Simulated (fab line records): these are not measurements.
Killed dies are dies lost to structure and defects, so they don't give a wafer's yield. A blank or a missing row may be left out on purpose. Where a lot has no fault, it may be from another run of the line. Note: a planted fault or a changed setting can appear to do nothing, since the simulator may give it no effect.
Which tool was responsible? -- flow nand-harc -- 39 wafers from 13 lots sampled at 4 of the route's 1302 steps

== WHAT THE GAUGES SHOWED, per wafer ==
NHARC_A_ONON_D2_THK_MEAS_02: measures by ellipsometry. Usual: thk-nm 1000 nm, standard deviation 11.
lot,measured,on,thk-nm (nm),flag
L793,day 12 17:53,film-metro-02,1003 1003 1003,
L794,day 13 14:11,film-metro-02,1009 1007 1009,
L795,day 14 00:44,film-metro-02,999 999 999,
L796,day 14 00:53,film-metro-02,994 996 994,
L801,day 16 02:05,film-metro-01,991 992 993,
L805,day 18 06:21,film-metro-01,1001 1004 1003,
L808,day 18 21:05,film-metro-02,996 997 997,
L810,day 19 14:56,film-metro-01,1001 1001 1002,
L809,day 19 15:02,film-metro-02,983 983 984,
L811,day 20 11:17,film-metro-02,1015 1014 1014,
L814,day 21 09:03,film-metro-01,1004 1006 1004,
L813,day 21 09:03,film-metro-02,988 988 987,
L815,day 22 13:47,film-metro-01,981 983 984,

NHARC_A_ONON_D2_THK_MEAS_24: measures by ellipsometry. Usual: thk-nm 1003 nm, standard deviation 11.
lot,measured,on,thk-nm (nm),flag
L793,day 13 04:40,film-metro-01,1008 1008 1007,
L794,day 14 01:40,film-metro-02,1002 1001 1001,
L795,day 14 11:33,film-metro-02,978 976 978,
L796,day 14 11:32,film-metro-02,1020 1019 1019,
L801,day 16 13:29,film-metro-02,1007 1005 1005,
L805,day 18 17:10,film-metro-01,1006 1007 1006,
L808,day 19 08:41,film-metro-02,1010 1008 1007,
L810,day 20 03:23,film-metro-01,1026 1026 1024,
L809,day 20 03:25,film-metro-02,1018 1018 1019,
L811,day 20 22:04,film-metro-01,999 999 999,
L814,day 21 20:27,film-metro-02,997 997 997,
L813,day 21 20:26,film-metro-01,1009 1008 1008,
L815,day 22 23:20,film-metro-02,993 996 995,

NHARC_A_CHANNEL_HOLE_D2_CD_MEAS_10: target cd 100 nm. Usual: cd-nm 100.2 nm, standard deviation 0.49.
lot,measured,on,cd-nm (nm),flag
L793,day 13 10:39,cd-sem-03,99.8 100.8 100.3,
L794,day 14 07:22,cd-sem-03,100.3 100.4 100.0,
L795,day 14 16:01,cd-sem-02,101.0 100.5 100.1,
L796,day 14 15:52,cd-sem-03,99.7 100.1 100.1,
L801,day 16 20:38,cd-sem-01,98.7 100.6 99.8,
L805,day 18 21:38,cd-sem-02,99.8 100.4 100.5,
L808,day 19 14:41,cd-sem-03,100.1 100.0 100.2,
L810,day 20 08:45,cd-sem-01,99.8 100.1 99.7,
L809,day 20 09:01,cd-sem-01,100.4 101.0 100.7,
L811,day 21 02:33,cd-sem-03,100.3 100.2 99.6,
L814,day 22 02:20,cd-sem-01,99.8 99.8 100.0,
L813,day 22 01:31,cd-sem-03,99.2 100.1 100.3,
L815,day 23 05:18,cd-sem-02,100.4 100.8 100.2,

== WHICH TOOL RAN EACH LOT (tool, then ch and the chambers of the sampled wafers, then the start) ==
lot,NHARC_A_CHANNEL_HOLE_D2_DEVELOP_09
L793,"litho-track-04 ch 0, day 13 10:00"
L794,"litho-track-06 ch 0, day 14 07:00"
L795,"litho-track-01 ch 0, day 14 15:00"
L796,"litho-track-01 ch 0, day 14 15:00"
L801,"litho-track-01 ch 0, day 16 20:00"
L805,"litho-track-04 ch 0, day 18 21:00"
L808,"litho-track-06 ch 0, day 19 14:00"
L810,"litho-track-06 ch 0, day 20 08:00"
L809,"litho-track-06 ch 0, day 20 08:00"
L811,"litho-track-06 ch 0, day 21 02:00"
L814,"litho-track-06 ch 0, day 22 02:00"
L813,"litho-track-04 ch 0, day 22 01:00"
L815,"litho-track-01 ch 0, day 23 05:00"
- NHARC_A_CHANNEL_HOLE_D2_DEVELOP_09: develop time 35 s.

== WHAT THE TOOLS THEMSELVES READ (means of the sampled wafers that have a number; where no wafer has one, the mark that the record gives instead) ==
The record holds no such reading with a usual standard deviation.

== THE ANSWER, worked out from the rows above alone ==
Rule: take the mean of a lot's wafers that have a number; if it is more than 3 standard deviations from the usual mean, the lot is off. Also off: a lot with no number at a reading for which 4 or more lots have one. All remaining lots with rows at the step are treated as sound. First the gauges in route order, then the tools' own readings, where a lot's mean is used as printed above. The first step at which some lot is off is used, and at that step the reading that is off furthest; a lot without a number counts as furthest.
No lot is off on any of the readings shown, so nothing can be concluded from this.

== WHAT THE SIMULATOR HAD PUT IN ==
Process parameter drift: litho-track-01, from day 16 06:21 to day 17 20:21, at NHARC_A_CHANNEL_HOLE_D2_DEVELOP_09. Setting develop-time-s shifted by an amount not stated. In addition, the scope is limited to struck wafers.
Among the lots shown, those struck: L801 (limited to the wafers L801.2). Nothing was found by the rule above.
